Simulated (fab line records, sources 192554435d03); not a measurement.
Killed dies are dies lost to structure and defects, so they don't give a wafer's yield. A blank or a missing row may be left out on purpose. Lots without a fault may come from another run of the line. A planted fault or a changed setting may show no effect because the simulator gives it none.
Chamber matching | flow n5_finfet | N5_BEOL_M4_ILD_DEP_00 on pecvd-04: 3 sister chambers
The step deposits SiOC from DEMS/O2, target thk 79 nm, time 15.3 s. 20 wafers are shown with their chamber, then 10 later ones without.

WAFERS WITH THEIR CHAMBER
wafer  | chamber | showerhead_vpp_V (V) | showerhead_plenum_p_Torr (Torr) | heater_power_w (W)
L074.1 | 2       | 1332                 | 5.688                           | 349
L074.4 | 2       | 1324                 | 5.709                           | 360
L074.5 | 1       | 1363                 | 5.696                           | 329
L076.1 | 1       | 1378                 | 5.690                           | 362
L076.3 | 2       | 1308                 | 5.669                           | 357
L076.5 | 0       | 1491                 | 5.658                           | 409
L078.1 | 0       | 1454                 | 5.660                           | 425
L078.4 | 1       | 1380                 | 5.690                           | 414
L078.5 | 0       | 1482                 | 5.646                           | 440
L086.1 | 1       | 1384                 | 5.712                           | 401
L086.3 | 0       | 1464                 | 5.627                           | 403
L086.4 | 2       | 1302                 | 5.676                           | 338
L088.1 | 1       | 1364                 | 5.697                           | 356
L088.2 | 2       | 1311                 | 5.683                           | 390
L088.3 | 0       | 1484                 | 5.640                           | 427
L089.1 | 1       | 1371                 | 5.704                           | 389
L089.4 | 1       | 1377                 | 5.692                           | 401
L089.6 | 2       | 1333                 | 5.692                           | 360
L091.1 | 2       | 1338                 | 5.698                           | 343
L091.4 | 1       | 1347                 | 5.698                           | 364

SIGNATURES (means of the wafers above)
reading                  | chamber 0 | chamber 1 | chamber 2 | scatter within a chamber
showerhead_vpp_V         | 1475.00   | 1370.50   | 1321.14   | 13.6
showerhead_plenum_p_Torr | 5.64620   | 5.69738   | 5.68786   | 0.0114
heater_power_w           | 420.80    | 377.00    | 356.71    | 22.2
Rule: a wafer's distance from a chamber is the root of the sum, over the readings, of the square of ((its reading less the chamber's mean) divided by the reading's scatter). The wafer belongs to the nearest chamber; if the next one is less than 2 further off, it can't be placed. The scatter: the root of (the sum of the squares of (reading less its chamber's mean) over the shown wafers, divided by (wafers less chambers)).

WAFERS WITHOUT THEIR CHAMBER
wafer  | showerhead_vpp_V (V) | showerhead_plenum_p_Torr (Torr) | heater_power_w (W)
L091.5 | 1467                 | 5.657                           | 424
L092.1 | 1481                 | 5.649                           | 399
L092.4 | 1375                 | 5.684                           | 329
L092.5 | 1454                 | 5.647                           | 390
L093.1 | 1331                 | 5.685                           | 389
L093.4 | 1325                 | 5.686                           | 385
L093.6 | 1357                 | 5.707                           | 380
L094.1 | 1460                 | 5.654                           | 401
L094.5 | 1479                 | 5.652                           | 402
L094.6 | 1371                 | 5.697                           | 376

WHICH CHAMBER EACH WENT THROUGH
wafer  | from the rows above     | in truth
L091.5 | 0                       | 0
L092.1 | 0                       | 0
L092.4 | can't be placed: 1 or 2 | 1
L092.5 | 0                       | 0
L093.1 | can't be placed: 2 or 1 | 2
L093.4 | 2                       | 2
L093.6 | can't be placed: 1 or 2 | 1
L094.1 | 0                       | 0
L094.5 | 0                       | 0
L094.6 | 1                       | 1
Placed correctly: 7 of 10. Can't be placed from these rows: 3 (the true chamber is among the candidates in 3). Placed wrongly: 0.
